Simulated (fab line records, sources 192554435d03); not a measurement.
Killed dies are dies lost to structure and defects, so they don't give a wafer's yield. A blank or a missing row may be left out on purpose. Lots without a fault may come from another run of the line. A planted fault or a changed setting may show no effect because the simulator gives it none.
Which tool did it? | flow n5_finfet | 12 lots, 36 wafers sampled, at 1 step of a route of 1938

WHAT THE GAUGES READ, wafer by wafer
N5_BEOL_M11_INSPECT_13: inspects for defects (brightfield).
lot  | measured     | on                | raw_defect_count
L074 | day 11 02:25 | defect_inspect-02 | 485 471 589
L077 | day 13 06:55 | defect_inspect-02 | 380 404 325
L083 | day 13 15:53 | defect_inspect-01 | 430 543 444
L081 | day 13 21:20 | defect_inspect-01 | 260 375 278
L082 | day 14 09:47 | defect_inspect-02 | 724 669 543
L086 | day 15 00:50 | defect_inspect-01 | 482 454 455
L088 | day 15 07:45 | defect_inspect-02 | 564 695 680
L091 | day 15 21:46 | defect_inspect-02 | 439 524 393
L093 | day 16 14:59 | defect_inspect-01 | 465 595 501
L094 | day 16 23:19 | defect_inspect-01 | 494 529 515
L095 | day 17 08:31 | defect_inspect-01 | 541 450 520
L097 | day 18 02:13 | defect_inspect-02 | 580 437 472

WHICH TOOL RAN EACH LOT (tool, then ch and the chambers of the sampled wafers, then the start)
The record holds no process step before these readings.

THE ANSWER, worked out from the rows above alone
Rule: what is usual is taken from the lots themselves. Put in order of their means at a reading, lots are off if they are a third of the lots or fewer, leave a main group of 4 or more, and stand apart from it by a gap of 3 or more times the standard deviation of the main group's means; of several such gaps the widest counts. A main group whose means are all the same, to the digits that the tables above print for the reading, isn't used. A lot without any number at a reading at which 4 lots or more have one is off too. The other lots that the step has rows for count as sound.
No lot is off at any reading shown: from this, nothing can be told.

WHAT THE SIMULATOR HAD PUT IN
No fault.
